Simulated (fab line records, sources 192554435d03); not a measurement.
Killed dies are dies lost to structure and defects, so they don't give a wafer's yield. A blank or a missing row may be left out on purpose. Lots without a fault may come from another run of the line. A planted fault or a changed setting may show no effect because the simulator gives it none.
Chamber matching | flow n5_finfet | N5_BEOL_M3_STRIP_66 on rie_diel-02: 4 sister chambers
The step strips in CF4. 18 wafers are shown with their chamber, then 9 later ones without.

WAFERS WITH THEIR CHAMBER
wafer  | chamber | showerhead_plenum_p_Torr (Torr) | drypump_motor_current_A (A) | throttle_valve_pct (%)
L074.1 | 1       | 1.67                            | 5.7                         | 13.20
L074.4 | 3       | 1.84                            | 6.2                         | 13.57
L074.5 | 1       | 1.67                            | 5.7                         | 13.19
L075.2 | 1       | 1.67                            | 5.7                         | 13.20
L075.4 | 0       | 1.80                            | 5.7                         | 13.75
L075.6 | 3       | 1.84                            | 6.3                         | 13.57
L078.2 | 3       | 1.84                            | 6.2                         | 13.59
L078.4 | 1       | 1.67                            | 5.7                         | 13.23
L078.6 | 0       | 1.80                            | 5.7                         | 13.77
L079.3 | 0       | 1.80                            | 5.7                         | 13.75
L079.4 | 1       | 1.67                            | 5.7                         | 13.23
L079.6 | 0       | 1.80                            | 5.7                         | 13.77
L081.2 | 0       | 1.79                            | 5.7                         | 13.78
L081.3 | 1       | 1.67                            | 5.7                         | 13.25
L081.4 | 3       | 1.84                            | 6.3                         | 13.03
L088.1 | 0       | 1.79                            | 5.7                         | 13.81
L088.4 | 2       | 1.76                            | 5.1                         | 13.05
L088.6 | 2       | 1.76                            | 5.1                         | 13.06

SIGNATURES (means of the wafers above)
reading                  | chamber 0 | chamber 1 | chamber 2 | chamber 3 | scatter within a chamber
showerhead_plenum_p_Torr | 1.7967    | 1.6700    | 1.7600    | 1.8400    | 0.00309
drypump_motor_current_A  | 5.700     | 5.700     | 5.100     | 6.250     | 0.0267
throttle_valve_pct       | 13.7717   | 13.2167   | 13.0550   | 13.4400   | 0.128
Rule: a wafer's distance from a chamber is the root of the sum, over the readings, of the square of ((its reading less the chamber's mean) divided by the reading's scatter). The wafer belongs to the nearest chamber; if the next one is less than 2 further off, it can't be placed. The scatter: the root of (the sum of the squares of (reading less its chamber's mean) over the shown wafers, divided by (wafers less chambers)).

WAFERS WITHOUT THEIR CHAMBER
wafer  | showerhead_plenum_p_Torr (Torr) | drypump_motor_current_A (A) | throttle_valve_pct (%)
L093.1 | 1.75                            | 5.1                         | 13.07
L093.3 | 1.66                            | 5.7                         | 13.29
L093.4 | 1.79                            | 5.7                         | 13.81
L092.1 | 1.66                            | 5.7                         | 13.29
L092.2 | 1.83                            | 6.3                         | 13.05
L092.4 | 1.79                            | 5.7                         | 13.83
L095.3 | 1.66                            | 5.7                         | 13.29
L095.4 | 1.75                            | 5.1                         | 13.07
L095.6 | 1.79                            | 5.7                         | 13.84

WHICH CHAMBER EACH WENT THROUGH
wafer  | from the rows above | in truth
L093.1 | 2                   | 2
L093.3 | 1                   | 1
L093.4 | 0                   | 0
L092.1 | 1                   | 1
L092.2 | 3                   | 3
L092.4 | 0                   | 0
L095.3 | 1                   | 1
L095.4 | 2                   | 2
L095.6 | 0                   | 0
Placed correctly: 9 of 9. Can't be placed from these rows: 0. Placed wrongly: 0.
